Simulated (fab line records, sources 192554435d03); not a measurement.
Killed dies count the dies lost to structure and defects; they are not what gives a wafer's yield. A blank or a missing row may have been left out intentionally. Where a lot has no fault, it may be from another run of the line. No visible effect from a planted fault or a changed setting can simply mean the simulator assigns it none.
Which tool did it?	flow n5 finfet	24 lots, 72 wafers sampled, at 6 steps of a route of 1938

== WHAT THE GAUGES SHOWED, per wafer ==
N5_BEOL_M10_INSPECT_58: inspects for defects (darkfield). Usual: 72 for raw defect count, sd 25.
lot	measured	on	raw defect count	flag
L074	day 10 21:35	defect inspect-02	73 81 90	
L076	day 10 23:34	defect inspect-01	42 35 48	
L075	day 11 13:05	defect inspect-02	55 66 96	
L077	day 11 13:15	defect inspect-02	62 57 91	
L078	day 11 14:26	defect inspect-02	67 53 66	
L079	day 11 20:24	defect inspect-01	125 35 92	
L080	day 11 21:37	defect inspect-01	64 61 83	
L082	day 12 05:31	defect inspect-02	89 73 52	
L083	day 12 15:43	defect inspect-02	58 61 100	
L081	day 12 15:59	defect inspect-02	86 78 98	
L084	day 13 00:05	defect inspect-01	62 80 61	
L085	day 13 14:04	defect inspect-01	46 53 52	
L087	day 14 00:20	defect inspect-01	55 123 104	
L086	day 14 00:37	defect inspect-01	84 51 50	
L089	day 14 06:47	defect inspect-01	40 45 75	
L088	day 14 07:15	defect inspect-01	60 56 37	
L090	day 14 08:00	defect inspect-01	58 72 37	
L091	day 14 10:54	defect inspect-01	106 161 116	
L092	day 14 17:23	defect inspect-02	85 55 69	
L093	day 15 15:43	defect inspect-01	69 64 42	
L095	day 15 16:53	defect inspect-01	76 158 118	
L096	day 15 23:19	defect inspect-01	87 45 96	
L094	day 16 01:07	defect inspect-01	89 131 85	
L097	day 16 08:15	defect inspect-02	71 102 66	

N5_BEOL_M11_INSPECT_30: inspects for defects (brightfield). Usual: 418 for raw defect count, sd 95.
lot	measured	on	raw defect count	flag
L074	day 11 02:54	defect inspect-02	450 409 466	
L076	day 11 05:07	defect inspect-01	292 287 328	
L075	day 11 17:26	defect inspect-02	414 354 535	
L077	day 11 17:31	defect inspect-02	444 490 397	
L078	day 11 17:31	defect inspect-01	348 306 436	
L079	day 12 03:27	defect inspect-01	415 306 354	
L080	day 12 03:37	defect inspect-01	530 453 464	
L082	day 12 12:20	defect inspect-01	398 507 369	
L083	day 12 20:59	defect inspect-01	239 312 338	
L081	day 12 21:12	defect inspect-01	324 346 352	
L084	day 13 03:56	defect inspect-01	433 469 564	
L085	day 13 20:43	defect inspect-02	331 323 397	
L087	day 14 04:25	defect inspect-01	321 322 404	
L086	day 14 04:27	defect inspect-02	528 424 451	
L089	day 14 09:31	defect inspect-01	399 416 356	
L088	day 14 14:15	defect inspect-01	378 313 324	
L090	day 14 14:25	defect inspect-02	335 477 363	
L091	day 14 16:23	defect inspect-01	438 586 586	
L092	day 14 23:28	defect inspect-02	370 433 345	
L093	day 15 22:28	defect inspect-01	464 498 356	
L095	day 15 22:38	defect inspect-02	423 566 589	
L096	day 16 02:38	defect inspect-01	584 426 490	
L094	day 16 05:07	defect inspect-01	403 399 427	
L097	day 16 10:56	defect inspect-01	592 716 449	

== TOOL THAT RAN EACH LOT (tool first, then ch and the chambers of the sampled wafers, then the start) ==
lot	N5_BEOL_M10_DEGAS_44	N5_BEOL_M11_PECVD_70	N5_BEOL_M11_ETCH_62	N5_BEOL_M11_STRIP_67
L074	pvd sputter-02, day 10 19:56	pecvd-03 ch 0,1,2, day 10 22:17	rie diel-06 ch 2,3, day 10 23:44	rie diel-06 ch 2,3, day 10 23:53
L076	pvd sputter-03, day 10 21:53	pecvd-04 ch 0,1,2, day 11 00:14	rie diel-06 ch 1,2, day 11 04:05	rie diel-06 ch 1,2, day 11 04:14
L075	pvd sputter-02, day 11 11:21	pecvd-02 ch 0,1, day 11 13:45	rie diel-06 ch 0,1, day 11 15:58	rie diel-06 ch 0,1, day 11 16:06
L077	pvd sputter-02, day 11 11:29	pecvd-03 ch 1,2, day 11 13:55	rie diel-02 ch 1,3, day 11 16:11	rie diel-02 ch 1,3, day 11 16:25
L078	pvd sputter-01, day 11 12:11	pecvd-03 ch 0,1,2, day 11 15:07	rie diel-02 ch 1,3, day 11 16:34	rie diel-02 ch 1,3, day 11 16:47
L079	pvd sputter-02, day 11 18:42	pecvd-04 ch 0,1,2, day 11 21:04	rie diel-06 ch 1,2,3, day 11 23:47	rie diel-06 ch 1,2,3, day 11 23:56
L080	pvd sputter-02, day 11 19:17	pecvd-02 ch 1,2, day 11 22:17	rie diel-06 ch 2,3, day 12 00:21	rie diel-06 ch 2,3, day 12 00:29
L082	pvd sputter-01, day 12 03:45	pecvd-04 ch 0,2, day 12 06:11	rie diel-06 ch 0,1,2, day 12 09:25	rie diel-06 ch 0,1,2, day 12 09:33
L083	pvd sputter-01, day 12 13:40	pecvd-04 ch 0,1, day 12 16:23	rie diel-06 ch 0,2, day 12 17:13	rie diel-06 ch 0,2, day 12 17:22
L081	pvd sputter-03, day 12 13:51	pecvd-03 ch 0,1, day 12 16:45	rie diel-06 ch 0,1, day 12 17:28	rie diel-06 ch 0,1, day 12 17:37
L084	pvd sputter-01, day 12 22:13	pecvd-04 ch 0,1,2, day 13 00:46	rie diel-02 ch 0,3, day 13 03:08	rie diel-02 ch 0,3, day 13 03:17
L085	pvd sputter-03, day 13 12:02	pecvd-03 ch 0,1,2, day 13 14:45	rie diel-02 ch 0,1, day 13 16:23	rie diel-02 ch 0,1, day 13 16:32
L087	pvd sputter-02, day 13 21:52	pecvd-04 ch 0,2, day 14 01:00	rie diel-02 ch 2,3, day 14 03:05	rie diel-02 ch 2,3, day 14 03:14
L086	pvd sputter-03, day 13 22:22	pecvd-04 ch 0,2, day 14 01:16	rie diel-05 ch 0,2, day 14 03:06	rie diel-05 ch 0,2, day 14 03:15
L089	pvd sputter-02, day 14 04:55	pecvd-04 ch 1,2, day 14 07:28	rie diel-06 ch 0,3, day 14 08:11	rie diel-06 ch 0,3, day 14 08:20
L088	pvd sputter-01, day 14 05:26	pecvd-02 ch 0,2, day 14 08:24	rie diel-05 ch 1,2,3, day 14 10:46	rie diel-05 ch 1,2,3, day 14 10:55
L090	pvd sputter-03, day 14 05:40	pecvd-03 ch 0,1,2, day 14 08:50	rie diel-05 ch 2,3, day 14 11:01	rie diel-05 ch 2,3, day 14 11:10
L091	pvd sputter-03, day 14 07:37	pecvd-04 ch 0,1, day 14 11:34	rie diel-02 ch 0,2, day 14 15:40	rie diel-02 ch 0,2, day 14 15:49
L092	pvd sputter-01, day 14 15:30	pecvd-02 ch 0,2, day 14 18:04	rie diel-06 ch 0,1,2, day 14 19:54	rie diel-06 ch 0,1,2, day 14 20:03
L093	pvd sputter-02, day 15 14:04	pecvd-03 ch 0,1, day 15 16:23	rie diel-02 ch 0,2,3, day 15 21:34	rie diel-02 ch 0,2,3, day 15 21:43
L095	pvd sputter-02, day 15 14:08	pecvd-04 ch 0,1,2, day 15 17:33	rie diel-05 ch 0,1,2, day 15 21:41	rie diel-05 ch 0,1,2, day 15 21:50
L096	pvd sputter-01, day 15 21:30	pecvd-02 ch 0,1, day 16 00:08	rie diel-06 ch 0,2, day 16 01:49	rie diel-06 ch 0,2, day 16 01:58
L094	pvd sputter-02, day 15 23:27	pecvd-04 ch 0,1,2, day 16 01:47	rie diel-05 ch 0,1,3, day 16 03:39	rie diel-05 ch 0,1,3, day 16 03:48
L097	pvd sputter-02, day 16 06:17	pecvd-02 ch 0,1,2, day 16 08:55	rie diel-02 ch 0,1,3, day 16 09:49	rie diel-02 ch 0,1,3, day 16 09:58
- N5_BEOL_M10_DEGAS_44: time 60 s.
- N5_BEOL_M11_PECVD_70: deposits SiO2 from TEOS/O2, target thk 20 nm, time 22.7 s.
- N5_BEOL_M11_ETCH_62: etches SOC in N2/H2, target depth 110 nm, overetch 22 nm, time 165 s.
- N5_BEOL_M11_STRIP_67: strips in CF4.

== WHAT THE TOOLS THEMSELVES READ (means of the sampled wafers that have a number; where no wafer has one, the mark that the record gives instead) ==
N5_BEOL_M10_DEGAS_44. Usual: 326 W for heater power w, sd 37.
lot	tool	heater power w (W)	flag
L074	pvd sputter-02	313	
L076	pvd sputter-03	384	
L075	pvd sputter-02	312	
L077	pvd sputter-02	310	
L078	pvd sputter-01	286	
L079	pvd sputter-02	329	
L080	pvd sputter-02	329	
L082	pvd sputter-01	289	
L083	pvd sputter-01	288	
L081	pvd sputter-03	350	
L084	pvd sputter-01	287	
L085	pvd sputter-03	356	
L087	pvd sputter-02	302	
L086	pvd sputter-03	349	
L089	pvd sputter-02	319	
L088	pvd sputter-01	310	
L090	pvd sputter-03	360	
L091	pvd sputter-03	333	
L092	pvd sputter-01	289	
L093	pvd sputter-02	297	
L095	pvd sputter-02	311	
L096	pvd sputter-01	290	
L094	pvd sputter-02	320	
L097	pvd sputter-02	316	

N5_BEOL_M11_PECVD_70. Usual: heater power w 669 W, standard deviation 79; showerhead plenum p Torr 8.78 Torr, standard deviation 0.092; throttle valve pct 22.4 %, standard deviation 1.5.
lot	tool	heater power w (W)	showerhead plenum p Torr (Torr)	throttle valve pct (%)	flag
L074	pecvd-03	647	8.83	21.1	
L076	pecvd-04	674	8.77	23.0	
L075	pecvd-02	705	8.76	23.4	
L077	pecvd-03	589	8.79	20.9	
L078	pecvd-03	630	8.83	21.2	
L079	pecvd-04	713	8.77	23.2	
L080	pecvd-02	719	8.65	21.8	
L082	pecvd-04	621	8.71	24.0	
L083	pecvd-04	672	8.85	23.0	
L081	pecvd-03	601	8.84	21.0	
L084	pecvd-04	689	8.78	23.1	
L085	pecvd-03	651	8.84	21.2	
L087	pecvd-04	673	8.72	24.4	
L086	pecvd-04	653	8.71	23.2	
L089	pecvd-04	695	8.86	22.2	
L088	pecvd-02	661	8.68	22.3	
L090	pecvd-03	638	8.82	21.2	
L091	pecvd-04	686	8.78	24.3	
L092	pecvd-02	753	8.66	22.5	
L093	pecvd-03	658	8.83	20.8	
L095	pecvd-04	659	8.78	23.2	
L096	pecvd-02	687	8.79	23.3	
L094	pecvd-04	696	8.79	23.2	
L097	pecvd-02	675	8.73	22.6	

N5_BEOL_M11_ETCH_62. Usual: drypump motor current A 5.9 A, standard deviation 0.37; oes product au 0.66 a.u., standard deviation 0.067; rf vpp V 523 V, standard deviation 3; showerhead plenum p Torr 2.51 Torr, standard deviation 0.11; throttle valve pct 17.78 %, standard deviation 0.27.
lot	tool	drypump motor current A (A)	oes product au (a.u.)	rf vpp V (V)	showerhead plenum p Torr (Torr)	throttle valve pct (%)	flag
L074	rie diel-06	6.2	0.71	524	2.55	17.52	
L076	rie diel-06	5.6	0.62	524	2.57	17.94	
L075	rie diel-06	6.1	0.68	523	2.51	17.92	
L077	rie diel-02	6.1	0.65	521	2.42	17.63	
L078	rie diel-02	6.1	0.65	522	2.42	17.62	
L079	rie diel-06	6.0	0.65	522	2.52	17.78	
L080	rie diel-06	5.9	0.67	525	2.60	17.70	
L082	rie diel-06	5.9	0.64	525	2.54	17.97	
L083	rie diel-06	5.8	0.65	526	2.62	17.87	
L081	rie diel-06	6.0	0.63	522	2.45	18.05	
L084	rie diel-02	5.9	0.66	522	2.46	17.64	
L085	rie diel-02	5.5	0.59	522	2.46	17.73	
L087	rie diel-02	5.9	0.68	527	2.61	17.87	
L086	rie diel-05	5.8	0.65	520	2.37	17.57	
L089	rie diel-06	6.4	0.72	524	2.51	17.54	
L088	rie diel-05	5.8	0.61	522	2.45	18.09	
L090	rie diel-05	6.0	0.62	521	2.43	17.85	
L091	rie diel-02	5.4	0.64	526	2.56	17.83	
L092	rie diel-06	5.9	0.70	528	2.64	17.81	
L093	rie diel-02	5.7	0.64	524	2.54	17.80	
L095	rie diel-05	5.7	0.71	522	2.50	17.66	
L096	rie diel-06	5.8	0.64	525	2.61	17.92	
L094	rie diel-05	5.6	0.71	525	2.60	17.85	
L097	rie diel-02	5.8	0.69	524	2.53	17.61	

N5_BEOL_M11_STRIP_67. Usual: bias power w 75.02 W, standard deviation 0.21; drypump motor current A 5.9 A, standard deviation 0.36; oes product au 0.78 a.u., standard deviation 0.08; rf vpp V 270.8 V, standard deviation 1.7; showerhead plenum p Torr 1.78 Torr, standard deviation 0.074; throttle valve pct 13.56 %, standard deviation 0.3.
lot	tool	bias power w (W)	drypump motor current A (A)	oes product au (a.u.)	rf vpp V (V)	showerhead plenum p Torr (Torr)	throttle valve pct (%)	flag
L074	rie diel-06	75.04	6.2	0.85	270.1	1.79	13.14	
L076	rie diel-06	75.13	5.6	0.73	271.6	1.82	13.66	
L075	rie diel-06	75.06	6.1	0.81	270.5	1.77	13.66	
L077	rie diel-02	75.00	6.1	0.76	269.4	1.73	13.51	
L078	rie diel-02	75.16	6.1	0.77	270.2	1.73	13.51	
L079	rie diel-06	75.15	5.9	0.77	270.7	1.78	13.50	
L080	rie diel-06	75.05	5.9	0.78	271.2	1.83	13.35	
L082	rie diel-06	74.81	5.9	0.76	271.4	1.79	13.68	
L083	rie diel-06	75.02	5.8	0.76	271.5	1.85	13.54	
L081	rie diel-06	75.08	6.0	0.75	270.2	1.73	13.82	
L084	rie diel-02	74.87	5.9	0.77	270.8	1.76	13.54	
L085	rie diel-02	74.76	5.5	0.70	270.3	1.77	13.78	
L087	rie diel-02	75.20	5.9	0.81	271.9	1.84	13.57	
L086	rie diel-05	75.01	5.8	0.77	269.2	1.68	13.33	
L089	rie diel-06	75.09	6.4	0.85	271.0	1.76	13.22	
L088	rie diel-05	75.02	5.8	0.71	270.0	1.73	13.83	
L090	rie diel-05	75.05	6.0	0.73	269.5	1.71	13.59	
L091	rie diel-02	75.13	5.4	0.75	271.8	1.83	13.74	
L092	rie diel-06	75.04	5.9	0.83	272.8	1.86	13.51	
L093	rie diel-02	74.91	5.7	0.76	271.8	1.80	13.63	
L095	rie diel-05	75.07	5.7	0.84	270.4	1.76	13.41	
L096	rie diel-06	74.85	5.8	0.74	271.7	1.84	13.59	
L094	rie diel-05	74.86	5.6	0.84	271.9	1.84	13.63	
L097	rie diel-02	75.09	5.8	0.81	271.9	1.81	13.53	

== THE ANSWER, worked out from the rows above alone ==
Rule: take the mean of a lot's wafers that have a number; if it is more than 3 standard deviations from the usual mean, the lot is off. Also off: a lot with no number at a reading for which 4 or more lots have one. Where the step has rows for the other lots, those lots are counted as sound. After the gauges, taken in route order, come the tools' own readings; for these a lot's mean is taken, as printed above. The first step at which some lot is off is used, and at that step the reading that is off furthest; a lot without a number counts as furthest.
No lot is off at any reading shown: from this, nothing can be told.

== WHAT THE SIMULATOR HAD INSERTED ==
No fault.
